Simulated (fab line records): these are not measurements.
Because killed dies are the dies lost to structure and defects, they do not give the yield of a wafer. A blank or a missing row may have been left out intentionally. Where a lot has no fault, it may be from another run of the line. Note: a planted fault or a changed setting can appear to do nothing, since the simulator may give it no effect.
Matching of chambers + flow nand harc + 4 sister chambers for NHARC_A_STAIRCASE_DESCUM_186 on rie diel-11
The step chemistry O2, time 3 s. 8 wafers are shown with their chamber, then 8 later ones without.

## WAFERS WITH THEIR CHAMBER
| wafer  | chamber | showerhead plenum p Torr (Torr) | oes product au (a.u.) |
|--------|---------|---------------------------------|-----------------------|
| L076.1 | 2       | 1.89                            | 1.011                 |
| L082.5 | 3       | 1.94                            | 0.998                 |
| L082.6 | 2       | 1.88                            | 1.010                 |
| L085.1 | 3       | 1.93                            | 1.004                 |
| L088.1 | 1       | 1.86                            | 1.000                 |
| L088.4 | 0       | 1.78                            | 0.998                 |
| L088.5 | 0       | 1.78                            | 0.990                 |
| L089.3 | 1       | 1.85                            | 1.003                 |

## WAFERS WITHOUT THEIR CHAMBER
| wafer  | showerhead plenum p Torr (Torr) | oes product au (a.u.) |
|--------|---------------------------------|-----------------------|
| L089.5 | 1.85                            | 0.998                 |
| L089.6 | 1.87                            | 0.984                 |
| L093.2 | 1.77                            | 0.996                 |
| L093.4 | 1.85                            | 1.002                 |
| L093.6 | 1.77                            | 1.011                 |
| L097.1 | 1.86                            | 1.003                 |
| L097.2 | 1.84                            | 0.994                 |
| L097.5 | 1.77                            | 0.999                 |

## WHICH CHAMBER EACH WENT THROUGH
| wafer  | from the rows above | in truth                   |
|--------|---------------------|----------------------------|
| L089.5 | 1                   | 1                          |
| L089.6 | 1                   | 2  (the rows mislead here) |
| L093.2 | 0                   | 0                          |
| L093.4 | 1                   | 1                          |
| L093.6 | 0                   | 0                          |
| L097.1 | 1                   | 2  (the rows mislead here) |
| L097.2 | 1                   | 1                          |
| L097.5 | 0                   | 0                          |
Correctly placed: 6 of 8. Left unplaced by these rows: 0. 2 placed wrongly.
How it was worked out, from the rows above alone: a wafer's distance from a chamber is the root of the sum, over the readings, of the square of ((its reading less the chamber's mean) divided by the reading's scatter). If the next closest chamber is less than 2 further off than the closest, the wafer can't be placed; otherwise it belongs to the closest. A chamber's mean is the mean of its shown wafers. How the scatter is found: for the shown wafers, subtract from each reading the mean of its chamber, square and add these, divide the total by (wafers less chambers), then take the root.
